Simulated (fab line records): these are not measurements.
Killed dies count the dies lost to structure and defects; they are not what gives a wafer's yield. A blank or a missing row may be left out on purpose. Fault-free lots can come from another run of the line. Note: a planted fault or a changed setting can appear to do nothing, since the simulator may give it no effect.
fab line records -- flow n5_finfet -- part 1 of 2: steps 1 to 14 of 15
record: lots: 7, wafers: 20, last_day: 21
route steps=1938 shown BEOL_M10@1502 PASSIVATION@1936
lots that met no fault: from a run of the same line without faults
start_h: start of the lot's first displayed wafer, in hours after the record's first day -- wait_h: how many hours have passed since the lot's step before this one -- " identical to the entry in the row above -- L1.1+2: several wafers, shown together as one row -- - no value, or no start was given -- * or withheld: withheld -- < > ~ a bound
route shown NAME@n: a module of which the file shows steps, and the number in the route of the first -- usual: mean/standard deviation taken from wafers without a fault -- same: alike in all rows -- chamber/n: place in a boat -- sites: per-site readings -- _std_site: the standard deviation of these -- _edge_site: outer sites' mean less inner sites' -- radius_mm: for every site, how far away it sits from the centre of the wafer -- mask NAME#n: copy n -- behind: the tool/chamber that last shaped the wafer -- hold: cause of the lot's hold/its duration in hours/its outcome -- device: which transistor (n, p or np) failed to switch -- end of line: at the end of the route, the tests of the same wafers -- step lacking rows: just its recipe -- killed: at the first sort, the dies lost to defects and structure; wafer yield is something else -- map: per-die view of a wafer (x killed, . not killed, _ where there is no die)
set.NAME: the setting as run; set.NAME@STEP: as run at that earlier step -- model.NAME: the simulator's own value behind a step, which no gauge read
lots at selected steps of the route; one table per step, one row per wafer
services: from which hour (start_h, from the record's first day; less than 0 if before it) a tool's chamber was out of use, for how many hours, and why
== steps ==
step: N5_BEOL_M10_CD_MEAS_28
recipe: target_cd_nm: 70, landing_energy_ev: 500, detector: se_inlens, polarity: opening
usual: cd_nm: 69.9/1.6
lot.wafer,tool,chamber,start_h,wait_h,cd_nm
L902.1,cd_sem-03,0,328.06,-,68.2
L902.2,cd_sem-03,0,328.06,-,69.9
L902.6,cd_sem-03,0,328.06,-,67.5
L911.3,cd_sem-01,0,358.08,-,70.9
L911.4,cd_sem-01,0,358.08,-,67.7
L911.6,cd_sem-01,0,358.08,-,69.6
L912.2,cd_sem-01,0,377.23,-,73.5
L912.4,cd_sem-01,0,377.23,-,72.8
L912.6,cd_sem-01,0,377.23,-,71.7
L914.1,cd_sem-01,0,377.40,-,71.0
L914.2,cd_sem-01,0,377.40,-,70.5
L914.4,cd_sem-01,0,377.40,-,72.1
L919.2,cd_sem-03,0,396.62,-,70.7
L919.3,cd_sem-03,0,396.62,-,72.3
L924.2,cd_sem-01,0,442.96,-,70.0
L924.3,cd_sem-01,0,442.96,-,69.2
L924.4,cd_sem-01,0,442.96,-,70.7
L925.1,cd_sem-03,0,453.19,-,73.6
L925.4,cd_sem-03,0,453.19,-,71.8
L925.5,cd_sem-03,0,453.19,-,70.3
step: N5_BEOL_M10_OVL_MEAS_29
recipe: points_per_wafer: 44
usual: V9_OVL: -0.5/0.63
lot.wafer,tool,chamber,start_h,wait_h,V9_OVL[nm]
L902.1,overlay-02,0,328.09,0.0,-1.3
L902.2,overlay-02,0,328.09,0.0,-1.2
L902.6,overlay-02,0,328.09,0.0,-1.5
L911.3,overlay-01,0,358.11,0.0,-0.4
L911.4,overlay-01,0,358.11,0.0,-1.3
L911.6,overlay-01,0,358.11,0.0,-1.5
L912.2,overlay-02,0,377.26,0.0,-0.1
L912.4,overlay-02,0,377.26,0.0,0.8
L912.6,overlay-02,0,377.26,0.0,-1.2
L914.1,overlay-01,0,377.43,0.0,0.2
L914.2,overlay-01,0,377.43,0.0,-0.4
L914.4,overlay-01,0,377.43,0.0,-0.6
L919.2,overlay-01,0,396.65,0.0,-0.2
L919.3,overlay-01,0,396.65,0.0,1.0
L924.2,overlay-02,0,442.99,0.0,0.8
L924.3,overlay-02,0,442.99,0.0,-1.8
L924.4,overlay-02,0,442.99,0.0,0.3
L925.1,overlay-01,0,453.22,0.0,0.0
L925.4,overlay-01,0,453.22,0.0,-0.3
L925.5,overlay-01,0,453.22,0.0,-0.5
step: N5_BEOL_M10_INSPECT_30
recipe: mode: adi, inspect_instrument: brightfield
usual: raw_defect_count: 396/100
lot.wafer,tool,chamber,start_h,wait_h,raw_defect_count
L902.1,defect_inspect-01,-,328.11,0.0,411
L902.2,defect_inspect-01,-,328.11,0.0,404
L902.6,defect_inspect-01,-,328.11,0.0,380
L911.3,defect_inspect-02,-,358.13,0.0,329
L911.4,defect_inspect-02,-,358.13,0.0,310
L911.6,defect_inspect-02,-,358.13,0.0,420
L912.2,defect_inspect-02,-,377.29,0.0,581
L912.4,defect_inspect-02,-,377.29,0.0,307
L912.6,defect_inspect-02,-,377.29,0.0,334
L914.1,defect_inspect-01,-,377.45,0.0,401
L914.2,defect_inspect-01,-,377.45,0.0,425
L914.4,defect_inspect-01,-,377.45,0.0,479
L919.2,defect_inspect-01,-,396.68,0.0,552
L919.3,defect_inspect-01,-,396.68,0.0,319
L924.2,defect_inspect-02,-,443.02,0.0,418
L924.3,defect_inspect-02,-,443.02,0.0,240
L924.4,defect_inspect-02,-,443.02,0.0,367
L925.1,defect_inspect-01,-,453.24,0.0,476
L925.4,defect_inspect-01,-,453.24,0.0,333
L925.5,defect_inspect-01,-,453.24,0.0,364
step: N5_BEOL_M10_DESCUM_33
recipe: chemistry: O2, time_s: 7.9, source_power_w: 50, bias_power_w: 20, pressure_mtorr: 20, rf_frequency_hz: 2.712e+07, temp_c: 40, resist: CAR-ArF, o2_flow_sccm: 225
usual: drypump_motor_current_A: 5.9/0.43, oes_product_au: 0.82/0.084, rf_vpp_V: 243.4/1.1, showerhead_plenum_p_Torr: 2.11/0.058, throttle_valve_pct: 20.34/0.18
lot.wafer,tool,chamber,start_h,wait_h,drypump_motor_current_A,oes_product_au,rf_hours_counter_h,rf_vpp_V,showerhead_plenum_p_Torr,throttle_valve_pct
L902.1,rie_diel-04,1,328.33,0.2,6.3,0.87,59,244.4,2.13,20.50
L902.2,rie_diel-04,3,328.33,0.2,5.6,0.96,5,244.6,2.13,20.10
L902.6,rie_diel-04,3,328.33,0.2,5.7,0.95,-,244.3,2.13,20.11
L911.3,rie_diel-04,3,358.21,0.1,5.7,0.92,18,243.6,2.13,20.12
L911.4,rie_diel-04,2,358.21,0.1,5.7,0.73,163,242.1,2.06,20.25
L911.6,rie_diel-04,2,358.21,0.1,5.7,0.73,-,243.3,2.06,20.25
L912.2,rie_diel-04,2,377.32,0.0,5.7,0.72,168,244.3,2.06,20.25
L912.4,rie_diel-04,1,377.32,0.0,6.3,0.86,77,243.5,2.13,20.52
L912.6,rie_diel-04,3,377.32,0.0,5.7,0.92,-,243.5,2.13,20.14
L914.1,rie_diel-04,1,377.78,0.3,6.3,0.86,77,243.8,2.13,20.51
L914.2,rie_diel-04,3,377.78,0.3,5.6,0.91,24,243.4,2.13,20.14
L914.4,rie_diel-04,0,377.78,0.3,5.1,0.86,43,243.1,2.04,20.35
L919.2,rie_diel-05,1,396.71,0.0,6.2,0.80,104,244.3,2.20,20.69
L919.3,rie_diel-05,2,396.71,0.0,5.8,0.77,130,243.0,2.07,20.18
L924.2,rie_diel-05,2,443.05,0.0,5.7,0.76,145,241.8,2.07,20.19
L924.3,rie_diel-05,1,443.05,0.0,6.2,0.78,119,245.0,2.19,20.70
L924.4,rie_diel-05,3,443.05,0.0,6.7,0.76,123,243.8,2.22,20.57
L925.1,rie_diel-01,2,453.29,0.1,5.5,0.89,34,243.6,2.03,19.99
L925.4,rie_diel-01,0,453.29,0.1,6.2,0.71,192,244.0,2.16,20.46
L925.5,rie_diel-01,0,453.29,0.1,6.2,0.72,-,245.7,2.16,20.45
step: N5_BEOL_M10_ETCH_65
recipe: chemistry: CF4, target: SiARC, target_depth_a: 390, mask_material: CAR-ArF, time_s: 65, ion_energy_ev: 80, pressure_mtorr: 40, source_w: 545, bias_w: 36, Ar_flow_sccm: 100, cf4_flow_sccm: 100, ends: cleared
usual: drypump_motor_current_A: 5.9/0.43, etch_rf_on_time_s: 64.6/2.1, oes_product_au: 0.70/0.076, rf_vpp_V: 184.2/0.99, showerhead_plenum_p_Torr: 2.16/0.053, throttle_valve_pct: 15.50/0.16
lot.wafer,tool,chamber,start_h,wait_h,drypump_motor_current_A,etch_rf_on_time_s,oes_product_au,rf_hours_counter_h,rf_vpp_V,showerhead_plenum_p_Torr,throttle_valve_pct
L902.1,rie_diel-04,1,328.37,0.0,6.3,65.8,0.73,59,184.0,2.17,15.57
L902.2,rie_diel-04,3,328.37,0.0,5.7,61.5,0.84,5,182.9,2.17,15.24
L902.6,rie_diel-04,3,328.37,0.0,5.7,61.6,0.84,-,183.6,2.17,15.23
L911.3,rie_diel-04,3,358.25,0.0,5.6,61.1,0.82,18,184.2,2.17,15.26
L911.4,rie_diel-04,2,358.25,0.0,5.7,66.5,0.62,163,183.4,2.15,15.62
L911.6,rie_diel-04,2,358.25,0.0,5.7,66.4,0.62,-,186.1,2.15,15.61
L912.2,rie_diel-04,2,377.35,0.0,5.7,66.0,0.63,168,184.1,2.15,15.63
L912.4,rie_diel-04,1,377.35,0.0,6.3,65.4,0.72,77,184.6,2.16,15.58
L912.6,rie_diel-04,3,377.35,0.0,5.7,60.4,0.81,-,184.8,2.16,15.27
L914.1,rie_diel-04,1,377.82,0.0,6.3,65.0,0.72,77,184.3,2.16,15.61
L914.2,rie_diel-04,3,377.82,0.0,5.6,61.0,0.81,24,184.6,2.16,15.26
L914.4,rie_diel-04,0,377.82,0.0,5.1,63.1,0.76,43,183.2,2.08,15.50
L919.2,rie_diel-05,1,396.75,0.0,6.2,65.3,0.68,104,185.8,2.25,15.75
L919.3,rie_diel-05,2,396.75,0.0,5.8,67.0,0.66,130,184.2,2.15,15.58
L924.2,rie_diel-05,2,443.08,0.0,5.8,67.7,0.64,145,184.5,2.14,15.61
L924.3,rie_diel-05,1,443.08,0.0,6.1,65.2,0.67,119,183.6,2.24,15.78
L924.4,rie_diel-05,3,443.08,0.0,6.7,64.4,0.65,123,185.8,2.23,15.48
L925.1,rie_diel-01,2,453.33,0.0,5.5,63.0,0.76,34,183.0,2.10,15.25
L925.4,rie_diel-01,0,453.33,0.0,6.2,66.4,0.61,192,184.9,2.22,15.70
L925.5,rie_diel-01,0,453.33,0.0,6.2,66.2,0.62,-,183.9,2.22,15.71
step: N5_BEOL_M10_ETCH_66
recipe: chemistry: N2/H2, target: SOC, target_depth_a: 1200, overetch_a: 240, mask_material: SiARC, temp_c: 40, time_s: 180, ion_energy_ev: 200, pressure_mtorr: 30, source_w: 840, bias_w: 150, n2_flow_sccm: 200, h2_flow_sccm: 200
usual: drypump_motor_current_A: 5.9/0.43, h2_flow_sccm: 200.1/0.55, oes_product_au: 0.66/0.064, rf_vpp_V: 524.5/1.9, showerhead_plenum_p_Torr: 2.57/0.069, throttle_valve_pct: 17.77/0.25
lot.wafer,tool,chamber,start_h,wait_h,drypump_motor_current_A,h2_flow_sccm,oes_product_au,rf_hours_counter_h,rf_vpp_V,showerhead_plenum_p_Torr,throttle_valve_pct
L902.1,rie_diel-04,1,328.42,0.0,6.3,200.1,0.70,59,526.1,2.60,18.06
L902.2,rie_diel-04,3,328.42,0.0,5.6,200.3,0.78,5,523.9,2.59,17.49
L902.6,rie_diel-04,3,328.42,0.0,5.7,200.6,0.77,-,523.8,2.59,17.49
L911.3,rie_diel-04,3,358.30,0.0,5.7,200.5,0.75,18,525.7,2.59,17.50
L911.4,rie_diel-04,2,358.30,0.0,5.7,200.6,0.59,163,523.4,2.52,17.73
L911.6,rie_diel-04,2,358.30,0.0,5.7,199.6,0.59,-,524.1,2.52,17.72
L912.2,rie_diel-04,2,377.40,0.0,5.7,200.4,0.59,168,524.0,2.52,17.75
L912.4,rie_diel-04,1,377.40,0.0,6.3,200.4,0.67,77,525.4,2.59,18.11
L912.6,rie_diel-04,3,377.40,0.0,5.7,200.4,0.73,-,525.7,2.58,17.54
L914.1,rie_diel-04,1,377.87,0.0,6.3,201.2,0.68,77,524.2,2.59,18.11
L914.2,rie_diel-04,3,377.87,0.0,5.7,199.9,0.73,24,523.8,2.58,17.54
L914.4,rie_diel-04,0,377.87,0.0,5.1,199.6,0.71,43,522.5,2.49,17.81
L919.2,rie_diel-05,1,396.80,0.0,6.2,199.9,0.64,104,527.5,2.68,18.19
L919.3,rie_diel-05,2,396.80,0.0,5.7,199.4,0.63,130,523.8,2.56,17.83
L924.2,rie_diel-05,2,443.13,0.0,5.8,200.2,0.61,145,523.4,2.55,17.87
L924.3,rie_diel-05,1,443.13,0.0,6.2,200.8,0.63,119,527.0,2.68,18.22
L924.4,rie_diel-05,3,443.13,0.0,6.7,200.6,0.62,123,526.9,2.64,17.58
L925.1,rie_diel-01,2,453.38,0.0,5.5,199.6,0.71,34,521.8,2.50,17.52
L925.4,rie_diel-01,0,453.38,0.0,6.2,200.3,0.59,192,526.4,2.66,18.20
L925.5,rie_diel-01,0,453.38,0.0,6.2,199.4,0.58,-,528.6,2.66,18.18
step: N5_BEOL_M10_STRIP_69
recipe: chemistry: N2/H2, temp_c: 40, n2_flow_sccm: 200, h2_flow_sccm: 200, rf_frequency_hz: 6e+07
step: N5_BEOL_M10_VIA_ETCH_34
recipe: chemistry: C4F6/O2, target: SiCOH_lowk, target_depth_a: 1845, mask_material: SOC, taper_deg: 4, time_s: 69.2, ion_energy_ev: 250, pressure_mtorr: 30, source_w: 345, bias_w: 185, Ar_flow_sccm: 300, C4F6_flow_sccm: 10, O2_flow_sccm: 10
step: N5_BEOL_M10_STRIP_73
recipe: chemistry: C4F6/O2, resist: SiARC, rf_frequency_hz: 6e+07
step: N5_BEOL_M10_STRIP_36
recipe: chemistry: N2/H2, power_w: 450, temp_c: 40, pressure_mtorr: 20, rf_frequency_hz: 6e+07, overash_fraction: 0.3, bias_power_w: 7, h2_frac: 0.5, n2_flow_sccm: 200, h2_flow_sccm: 200
usual: chamber_pressure_mTorr: 20.00/0.04, drypump_motor_current_A: 5.9/0.43, h2_flow_sccm: 200.1/0.58, oes_product_au: 0.82/0.084, rf_vpp_V: 59.1/1.8, showerhead_plenum_p_Torr: 2.56/0.069, throttle_valve_pct: 23.6/0.38
lot.wafer,tool,chamber,start_h,wait_h,chamber_pressure_mTorr,drypump_motor_current_A,h2_flow_sccm,oes_product_au,rf_hours_counter_h,rf_vpp_V,showerhead_plenum_p_Torr,throttle_valve_pct
L902.1,rie_diel-04,1,328.60,0.0,20.01,6.3,199.0,0.88,59,58.6,2.60,24.1
L902.2,rie_diel-04,3,328.60,0.0,19.97,5.7,200.6,0.95,6,61.3,2.59,23.3
L902.6,rie_diel-04,3,328.60,0.0,20.05,5.7,199.4,0.96,-,61.6,2.59,23.3
L911.3,rie_diel-04,3,358.49,0.0,20.00,5.6,200.4,0.93,18,56.5,2.58,23.3
L911.4,rie_diel-04,2,358.49,0.0,19.96,5.7,199.0,0.73,163,58.6,2.52,23.6
L911.6,rie_diel-04,2,358.49,0.0,20.07,5.7,200.4,0.73,-,58.2,2.52,23.7
L912.2,rie_diel-04,2,377.59,0.0,19.94,5.7,200.3,0.73,169,58.0,2.51,23.6
L912.4,rie_diel-04,1,377.59,0.0,19.99,6.3,199.0,0.85,77,61.3,2.59,24.1
L912.6,rie_diel-04,3,377.59,0.0,20.04,5.7,201.3,0.92,-,60.1,2.58,23.3
L914.1,rie_diel-04,1,378.05,0.0,19.96,6.3,200.0,0.87,78,59.5,2.59,24.1
L914.2,rie_diel-04,3,378.05,0.0,19.98,5.7,200.9,0.93,24,61.6,2.58,23.3
L914.4,rie_diel-04,0,378.05,0.0,19.94,5.1,199.9,0.86,43,59.3,2.49,23.6
L919.2,rie_diel-05,1,396.98,0.0,20.01,6.2,199.6,0.80,104,58.7,2.68,24.4
L919.3,rie_diel-05,2,396.98,0.0,20.00,5.8,199.2,0.78,130,60.2,2.55,23.7
L924.2,rie_diel-05,2,443.32,0.0,20.02,5.8,200.0,0.76,145,61.3,2.55,23.7
L924.3,rie_diel-05,1,443.32,0.0,20.02,6.2,199.7,0.78,119,61.5,2.68,24.4
L924.4,rie_diel-05,3,443.32,0.0,20.03,6.7,200.3,0.75,123,57.5,2.64,23.3
L925.1,rie_diel-01,2,453.56,0.0,20.02,5.5,201.0,0.85,34,57.4,2.49,23.3
L925.4,rie_diel-01,0,453.56,0.0,19.98,6.2,199.2,0.71,193,60.2,2.66,24.2
L925.5,rie_diel-01,0,453.56,0.0,19.97,6.2,200.8,0.71,-,57.7,2.66,24.2
step: N5_BEOL_M10_TRENCH_ETCH_37
recipe: chemistry: C4F6/O2, target_depth_a: 1488.3, target: SiCOH_lowk, time_s: 48, ion_energy_ev: 250, pressure_mtorr: 30, source_w: 345, bias_w: 185, Ar_flow_sccm: 300, C4F6_flow_sccm: 10, O2_flow_sccm: 10
step: N5_BEOL_M10_ETCH_41
recipe: chemistry: CH3F/O2, target: SiCN, target_depth_a: 426, taper_deg: 2, time_s: 86, ion_energy_ev: 120, mask_material: TiN, pressure_mtorr: 30, source_w: 395, bias_w: 75, Ar_flow_sccm: 150, CH3F_flow_sccm: 30, O2_flow_sccm: 20
usual: drypump_motor_current_A: 5.9/0.43, oes_product_au: 0.82/0.086, rf_vpp_V: 297.7/1.4, showerhead_plenum_p_Torr: 2.01/0.061, throttle_valve_pct: 16.20/0.18
lot.wafer,tool,chamber,start_h,wait_h,drypump_motor_current_A,oes_product_au,rf_hours_counter_h,rf_vpp_V,showerhead_plenum_p_Torr,throttle_valve_pct
L902.1,rie_diel-04,1,-,-,6.3,0.87,59,297.8,2.04,16.36
L902.2,rie_diel-04,3,-,-,5.6,0.98,6,298.7,2.03,15.92
L902.6,rie_diel-04,3,-,-,5.7,0.98,-,298.3,2.03,15.90
L911.3,rie_diel-04,3,-,-,5.6,0.95,18,298.7,2.02,15.93
L911.4,rie_diel-04,2,-,-,5.7,0.74,163,296.0,1.99,16.26
L911.6,rie_diel-04,2,-,-,5.7,0.74,-,296.6,1.99,16.25
L912.2,rie_diel-04,2,-,-,5.7,0.74,169,298.4,1.99,16.26
L912.4,rie_diel-04,1,-,-,6.3,0.85,77,297.3,2.04,16.40
L912.6,rie_diel-04,3,-,-,5.7,0.93,-,297.5,2.02,15.94
L914.1,rie_diel-04,1,-,-,6.3,0.85,78,299.2,2.04,16.39
L914.2,rie_diel-04,3,-,-,5.7,0.94,24,297.9,2.02,15.96
L914.4,rie_diel-04,0,-,-,5.1,0.87,43,296.4,1.93,16.12
L919.2,rie_diel-05,1,-,-,6.2,0.80,104,298.9,2.10,16.47
L919.3,rie_diel-05,2,-,-,5.8,0.77,130,298.4,1.99,16.19
L924.2,rie_diel-05,2,-,-,5.8,0.75,145,296.6,1.99,16.20
L924.3,rie_diel-05,1,-,-,6.2,0.79,119,298.5,2.09,16.50
L924.4,rie_diel-05,3,-,-,6.7,0.77,123,298.7,2.10,16.32
L925.1,rie_diel-01,2,-,-,5.5,0.89,34,296.4,1.96,15.98
L925.4,rie_diel-01,0,-,-,6.2,0.71,193,299.1,2.09,16.51
L925.5,rie_diel-01,0,-,-,6.2,0.71,-,296.9,2.09,16.49
step: N5_BEOL_M10_STRIP_77
recipe: chemistry: N2/H2, time_s: 10, power_w: 450, temp_c: 40, pressure_mtorr: 20, rf_frequency_hz: 6e+07, bias_power_w: 7, n2_flow_sccm: 200, h2_flow_sccm: 200
usual: chamber_pressure_mTorr: 20.000/0.02, drypump_motor_current_A: 5.9/0.43, h2_flow_sccm: 200.0/0.54, oes_product_au: 0.82/0.083, rf_vpp_V: 59.2/0.82, showerhead_plenum_p_Torr: 2.56/0.069, throttle_valve_pct: 23.6/0.38
lot.wafer,tool,chamber,start_h,wait_h,chamber_pressure_mTorr,drypump_motor_current_A,h2_flow_sccm,oes_product_au,rf_hours_counter_h,rf_vpp_V,showerhead_plenum_p_Torr,throttle_valve_pct
L902.1,rie_diel-04,1,328.74,-,19.964,6.3,199.7,0.89,59,60.4,2.60,24.1
L902.2,rie_diel-04,3,328.74,-,19.985,5.7,199.8,0.96,6,58.7,2.59,23.3
L902.6,rie_diel-04,3,328.74,-,20.012,5.7,199.6,0.98,-,60.7,2.59,23.3
L911.3,rie_diel-04,3,358.63,-,25.986,5.7,200.7,0.92,18,58.4,2.58,23.3
L911.4,rie_diel-04,2,358.63,-,26.016,5.7,199.8,0.73,163,58.9,2.52,23.7
L911.6,rie_diel-04,2,358.63,-,25.988,5.7,199.9,0.73,-,57.5,2.52,23.6
L912.2,rie_diel-04,2,377.73,-,26.001,5.7,199.3,0.73,169,58.9,2.51,23.7
L912.4,rie_diel-04,1,377.73,-,26.005,6.3,200.2,0.85,77,57.9,2.59,24.1
L912.6,rie_diel-04,3,377.73,-,26.026,5.7,200.3,0.91,-,59.5,2.58,23.3
L914.1,rie_diel-04,1,378.20,-,26.015,6.3,200.7,0.86,78,59.4,2.59,24.1
L914.2,rie_diel-04,3,378.20,-,26.019,5.7,200.3,0.90,24,59.6,2.58,23.3
L914.4,rie_diel-04,0,378.20,-,26.025,5.1,199.2,0.86,43,58.4,2.49,23.6
L919.2,rie_diel-05,1,397.12,-,20.020,6.2,198.7,0.81,104,59.9,2.68,24.4
L919.3,rie_diel-05,2,397.12,-,20.029,5.8,200.5,0.78,130,59.2,2.55,23.7
L924.2,rie_diel-05,2,443.46,-,20.024,5.8,199.8,0.76,146,59.8,2.55,23.7
L924.3,rie_diel-05,1,443.46,-,19.992,6.2,199.0,0.80,119,59.4,2.67,24.4
L924.4,rie_diel-05,3,443.46,-,20.016,6.7,200.5,0.76,123,59.6,2.64,23.3
L925.1,rie_diel-01,2,453.71,-,19.973,5.6,200.1,0.89,34,59.0,2.49,23.3
L925.4,rie_diel-01,0,453.71,-,19.964,6.2,200.0,0.71,193,60.5,2.66,24.2
L925.5,rie_diel-01,0,453.71,-,20.015,6.2,200.6,0.72,-,59.1,2.66,24.2
step: N5_BEOL_M10_OCD_MEAS_38
usual: trench_depth_nm: 150/3.3
lot.wafer,tool,chamber,start_h,wait_h,trench_depth_nm
L902.1,ocd-01,-,328.82,-,148
L902.2,ocd-01,-,328.82,-,156
L902.6,ocd-01,-,328.82,-,155
L911.3,ocd-01,-,358.71,-,154
L911.4,ocd-01,-,358.71,-,148
L911.6,ocd-01,-,358.71,-,148
L912.2,ocd-02,-,377.81,-,150
L912.4,ocd-02,-,377.81,-,148
L912.6,ocd-02,-,377.81,-,157
L914.1,ocd-02,-,378.28,-,148
L914.2,ocd-02,-,378.28,-,154
L914.4,ocd-02,-,378.28,-,147
L919.2,ocd-01,-,397.21,-,152
L919.3,ocd-01,-,397.21,-,147
L924.2,ocd-02,-,443.54,-,146
L924.3,ocd-02,-,443.54,-,152
L924.4,ocd-02,-,443.54,-,148
L925.1,ocd-02,-,453.79,-,153
L925.4,ocd-02,-,453.79,-,145
L925.5,ocd-02,-,453.79,-,147
== key ==
first_sign: step: N5_BEOL_M10_STRIP_77, reading: chamber_pressure_mTorr, direction: up, sigmas: 99+, usual: *, struck: *
effect none on later readings
met_at N5_BEOL_M10_STRIP_77
struck_wafers L911.3,L911.4,L911.6,L912.2,L912.4,L912.6,L914.1,L914.2,L914.4
onset_between 328.74 358.63
fault: kind: process_parameter_drift, tool: rie_diel-04, chamber: -, onset_h: 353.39, steps: N5_BEOL_M10_STRIP_77, channel: pressure_mtorr, offset: *, shape: step, end_h: 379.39, acts_in: *, stated: *
